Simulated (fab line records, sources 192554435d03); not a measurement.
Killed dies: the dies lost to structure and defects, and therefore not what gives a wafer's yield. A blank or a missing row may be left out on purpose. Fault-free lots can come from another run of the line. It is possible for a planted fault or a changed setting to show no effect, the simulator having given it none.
Problem report, 8D (eight disciplines) form, completed by code :: flow n5-finfet :: the parts of the form that need people (team, actions taken, sign-off) are left out

1. WHAT WENT WRONG
Wafers without a fault read 836.0 W, standard deviation 2.6; rf-fwd-power-W at N5_BEOL_M2_ETCH_70 reads a mean of 634.3 W on 6 wafers belonging to 2 lots. Measured from the usual mean, that is -78 standard deviations.
The step: etches SOC in N2/H2, target depth 80 nm, overetch 24 nm, time 130 s.
First seen on wafer L890.1, day 9 00:04, on rie-diel-01. At this step, 18 wafers from 6 lots have a number in the record. The rule behind "out" and "out of limits": a value lying over 4 standard deviations away from the usual mean. The rest of the wafers with a number are treated as sound.

2. WHAT IT IS, WHAT IT ISN'T
question: which readings at this step
is: rf-fwd-power-W, rf-vpp-V
is not: drypump-motor-current-A, oes-product-au, showerhead-plenum-p-Torr, temp-c, throttle-valve-pct

question: which lots
is: L890, L891
is not: L881, L886, L895, L896

question: which wafers of those lots
is: all that have a number
is not: -

question: read on which tools
is: rie-diel-01
is not: rie-diel-04, rie-diel-05

question: when
is: from day 9 00:04
is not: up to then (6 sound wafers); but 6 sound wafers of L895, L896 came after

3. WHAT RULES OUT EACH SUSPECT
Counting: a tool stays on the suspect list if, at a process step up to the reading, it processed all lots that are out and no sound lot following the first of them.
- ald-sin-03 at N5_BEOL_M2_ALD_98 (deposits SiO2, target thk 2.5 nm, pulse time 1 s, co reactant pulse time 1 s): ruled out as a lasting fault. After its first lot that is out, L890 (day 8 17:10), sound lots L896 ran on it.
- rie-diel-01 at N5_BEOL_M2_ETCHBACK_99 (etches SiO2 in CHF3, target depth 5 nm, time 10.4 s): kept. It processed each lot that is out, first L890 at day 9 00:01, and no sound lot thereafter; up to then, the last sound lot it processed was L886 at day 7 21:23.
- rie-diel-01 at N5_BEOL_M2_ETCH_70 (etches SOC in N2/H2, target depth 80 nm, overetch 24 nm, time 130 s): kept. It processed each lot that is out, first L890 at day 9 00:04, and no sound lot thereafter; up to then, the last sound lot it processed was L886 at day 7 21:26. Out on those wafers are its own readings of rf-fwd-power-W, rf-vpp-V.
What counting leaves: rie-diel-01 at N5_BEOL_M2_ETCHBACK_99 and rie-diel-01 at N5_BEOL_M2_ETCH_70.

4. THE CAUSE (what the simulator had put in)
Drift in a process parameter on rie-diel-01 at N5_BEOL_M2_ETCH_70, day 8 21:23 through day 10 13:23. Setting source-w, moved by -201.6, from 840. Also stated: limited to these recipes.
Of the 2 suspects that counting leaves, this tool is one.

5. SEQUENCE OF EFFECTS, ordered by route
Each row: a reading where the mean over the struck wafers with a number is more than 3 standard deviations away from the usual. Readings are gone through only where the record gives a usual standard deviation; hours: the median, over the lots, of the time from a lot's start at the first step in this table giving one to that lot's start at this step; sigmas: the change measured in usual standard deviations.
hours: 0
step: N5_BEOL_M2_ETCH_70
reading: rf-fwd-power-W
usual: 836.0 W
on struck wafers: 634.3
change: -201.7
sigmas: -78

hours: 0
step: N5_BEOL_M2_ETCH_70
reading: rf-vpp-V
usual: 523.7 V
on struck wafers: 574.8
change: +51.0
sigmas: +19
Its process steps:
- N5_BEOL_M2_ETCH_70: etches SOC in N2/H2, target depth 80 nm, overetch 24 nm, time 130 s.
At these later measuring or inspecting steps, every struck wafer for which the step has a row has a number for every such reading, and none has moved that far: N5_BEOL_M4_RC_MEAS_101.

6. WHAT WOULD HAVE CAUGHT IT SOONER
In this record the first reading out of limits was taken at day 9 00:04, 3 hours after the fault began at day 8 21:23.
